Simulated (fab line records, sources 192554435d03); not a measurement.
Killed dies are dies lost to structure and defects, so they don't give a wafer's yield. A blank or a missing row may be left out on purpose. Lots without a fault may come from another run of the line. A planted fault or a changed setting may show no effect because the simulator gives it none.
One fault seen from 3 desks | flow n5_finfet | each desk has only its own numbers; what lay behind them comes last

THE DEFECT DESK
What the inspections along the route counted, lot by lot: means of the sampled wafers that have a number. A lot is out of limits, marked OUT, if its mean lies more than 4 standard deviations from the usual mean; the brackets give that distance.
Columns: A = raw_defect_count at N5_BEOL_M9_INSPECT_13, usual 375
lot  | first seen here | A
L699 | day 11 01:28    | 442
L701 | day 12 10:04    | 384
L703 | day 12 14:19    | 324
L711 | day 14 20:49    | 318
L712 | day 15 21:37    | 399
This desk's finding: nothing out of limits on any of the 5 lots.

THE METROLOGY DESK
What the gauges read, lot by lot, whatever tool the lot ran on: means of the sampled wafers that have a number. A lot is out of limits, marked OUT, if its mean lies more than 4 standard deviations from the usual mean; the brackets give that distance.
Columns: A = cd_nm at N5_BEOL_M9_CD_MEAS_11, usual 64.2 nm; B = M9_OVL at N5_BEOL_M9_OVL_MEAS_12, usual -0.2 nm
lot  | first seen here | A    | B
L699 | day 11 01:25    | 64.5 | -0.5
L701 | day 12 10:01    | 64.2 | -1.0
L703 | day 12 14:15    | 63.7 | 0.1
L711 | day 14 20:46    | 64.7 | 0.6
L712 | day 15 21:34    | 64.2 | -0.8
This desk's finding: nothing out of limits on any of the 5 lots.

THE TOOL OWNER'S DESK: rie_diel-05
The tool's own readings at N5_BEOL_M9_ETCH_62 (etches SOC in N2/H2, target depth 110 nm, overetch 22 nm, time 165 s): means of the sampled wafers that have a number, for each lot that ran on this tool. A lot is out of limits, marked OUT, if its mean lies more than 4 standard deviations from the usual mean; the brackets give that distance.
Columns: A = drypump_motor_current_A at N5_BEOL_M9_ETCH_62, usual 5.9 A; B = oes_product_au at N5_BEOL_M9_ETCH_62, usual 0.66 a.u.; C = rf_vpp_V at N5_BEOL_M9_ETCH_62, usual 523.5 V; D = showerhead_plenum_p_Torr at N5_BEOL_M9_ETCH_62, usual 2.53 Torr; E = throttle_valve_pct at N5_BEOL_M9_ETCH_62, usual 17.80 %
lot  | first seen here | A   | B    | C     | D    | E
L701 | day 12 10:17    | 6.1 | 0.71 | 522.7 | 2.51 | 17.69
L703 | day 12 14:35    | 5.4 | 0.60 | 522.2 | 2.47 | 18.04
L711 | day 14 20:56    | 6.0 | 0.66 | 522.8 | 2.50 | 17.70
This desk's finding: nothing out of limits on any of the 3 lots.

PUT TOGETHER
The defect desk saw nothing out of limits.
The metrology desk saw nothing out of limits.
The tool owner's desk saw nothing out of limits.

WHAT THE SIMULATOR HAD PUT IN
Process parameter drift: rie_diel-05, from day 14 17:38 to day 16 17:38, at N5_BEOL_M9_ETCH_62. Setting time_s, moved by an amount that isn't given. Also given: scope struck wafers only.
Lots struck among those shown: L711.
